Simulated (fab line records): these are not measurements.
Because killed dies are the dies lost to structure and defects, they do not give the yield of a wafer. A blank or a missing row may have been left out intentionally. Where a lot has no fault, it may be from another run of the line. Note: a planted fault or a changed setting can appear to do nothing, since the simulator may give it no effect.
Comparing a struck lot with a sound one    flow nand harc    13 out of 1159 route steps
Sound: wafers L366.2, L366.4, L366.5. Wafers struck: L376.2, L376.4, L376.6. Last of all comes the cause.
Each step with rows lists, per side, the tool, then ch with its chambers, then its first start. Under that, the readings that differ: sound wafers    struck wafers    difference of the means    sigmas: that difference in standard deviations of wafers without a fault.
alike: same words and numbers on both sides, and readings whose means sit less than 2 such deviations apart. not compared: any withheld reading, any reading some wafer has no value for, any bound like >300 that may hide the same value, and any number with overlapping values for which the record gives no deviation.
A row with sigmas, a row that says differs or no value, or rows on one side alone: a step with any of these is where the two part. Numbers that have no deviation but don't overlap get no sigmas and don't part them. Lack of a reading on every wafer of one side parts them only where that side has two or more wafers.

NHARC_P_CONTACT_ETCH_36: etches the open film in N2/H2, target depth 260 nm, time 406.25 s.
  sound: rie diel-11 ch 0,1,3; struck: rie diel-12 ch 0,1,3
  alike: drypump motor current A, oes product au, rf vpp V, showerhead plenum p Torr, throttle valve pct
  not compared: rf hours counter h
NHARC_P_CONTACT_ETCH_18: etches the open film in C4F8/O2/Ar, target depth 481 nm, time 240.5 s.
  sound: rie diel-11 ch 0,1,2; struck: rie diel-12 ch 0,3
  alike: oes product au, rf vpp V
  not compared: rf hours counter h
then, 1 step without rows for these wafers: NHARC_P_CONTACT_STRIP_37 (strips in C4F8/O2/Ar).
NHARC_P_CONTACT_ETCH_31: etches the open film in CH3F/O2, target depth 30 nm, time 85.7 s.
  sound: rie diel-11 ch 0,2,3; struck: rie diel-12 ch 1,2,3
  alike: drypump motor current A, oes product au, rf vpp V, showerhead plenum p Torr, throttle valve pct
  not compared: rf hours counter h
NHARC_P_CONTACT_CD_MEAS_19:
  sound on cd sem-02, day 6 10:14; struck on cd sem-03, day 9 00:29
  alike: cd nm
NHARC_P_CONTACT_STRIP_28: strips in O2.
  sound on rie diel-11 ch 0,1,3, day 6 10:20; struck on rie diel-12 ch 0,1,3, day 9 00:35
  alike: drypump motor current A, oes product au, rf vpp V, showerhead plenum p Torr, throttle valve pct
  not compared: rf hours counter h
then, 3 steps without rows for these wafers: NHARC_P_CONTACT_STRIP_29 (strips in post etch residue remover, time 1200 s); NHARC_P_CONTACT_DEGAS_38 (time 60 s); NHARC_P_CONTACT_PRE_CLEAN_39 (time 19.5 s).
NHARC_P_CONTACT_PVD_32: deposits Ti, target thk 5 nm, time 17.7 s.
  sound on pvd sputter-02; struck on pvd sputter-02
  alike: substrate temp c, throttle valve pct
then, 2 steps without rows for these wafers: NHARC_P_CONTACT_ALD_22 (deposits TiN, target thk 3 nm, pulse time 1 s, ald cycles 150); NHARC_P_CONTACT_CVD_23 (deposits W, target thk 200 nm, time 557 s).
NHARC_P_CONTACT_CMP_24: polishes, t overpolish 30 s, target thk 200 nm.
  sound on cmp-04 ch 1,2,3, day 6 12:43; struck on cmp-02 ch 2,3, day 9 02:59
reading                 sound           struck          difference  sigmas
time to endpoint s (s)  39.0 38.0 38.8  23.0 23.8 23.2  -15.3       -5
  alike: edge zone pressure frac, motor current A, overpolish run s

== WHERE THEY PART ==
Only at NHARC_P_CONTACT_CMP_24, as far as this record shows.

WHY: the cause the simulator had injected
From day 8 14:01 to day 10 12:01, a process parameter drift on cmp-02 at NHARC_P_CONTACT_CMP_24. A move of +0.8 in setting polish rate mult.
